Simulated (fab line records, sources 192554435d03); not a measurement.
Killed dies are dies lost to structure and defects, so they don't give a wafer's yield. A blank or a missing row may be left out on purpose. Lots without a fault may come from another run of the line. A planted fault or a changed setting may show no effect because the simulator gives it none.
Chamber matching | flow n5_finfet | N5_BEOL_M1_ETCHBACK_99 on rie_diel-05: 4 sister chambers
The step etches SiO2 in CHF3, target depth 5 nm, time 10.4 s. 4 wafers are shown with their chamber, then 8 later ones without.

WAFERS WITH THEIR CHAMBER
wafer  | chamber | drypump_motor_current_A (A)
L078.5 | 2       | 6.2
L086.2 | 3       | 5.1
L086.4 | 0       | 5.2
L087.1 | 1       | 5.6

WAFERS WITHOUT THEIR CHAMBER
wafer  | drypump_motor_current_A (A)
L087.5 | 6.2
L087.6 | 5.3
L090.4 | 5.6
L090.5 | 5.2
L090.6 | 5.6
L091.1 | 5.6
L091.2 | 6.2
L091.4 | 5.2

WHICH CHAMBER EACH WENT THROUGH
wafer  | from the rows above | in truth
L087.5 | 2                   | 2
L087.6 | 0                   | 0
L090.4 | 1                   | 1
L090.5 | 0                   | 0
L090.6 | 1                   | 1
L091.1 | 1                   | 1
L091.2 | 2                   | 2
L091.4 | 0                   | 0
Placed correctly: 8 of 8. Can't be placed from these rows: 0. Placed wrongly: 0.
How it was worked out, from the rows above alone: a wafer's distance from a chamber is the root of the sum, over the readings, of the square of ((its reading less the chamber's mean) divided by the reading's scatter). The wafer belongs to the nearest chamber; if the next one is less than 2 further off, it can't be placed. A chamber's mean is the mean of its shown wafers. The scatter: with one shown wafer a chamber, the root of the mean of the squares of how far each hidden wafer lies from its nearest shown one.
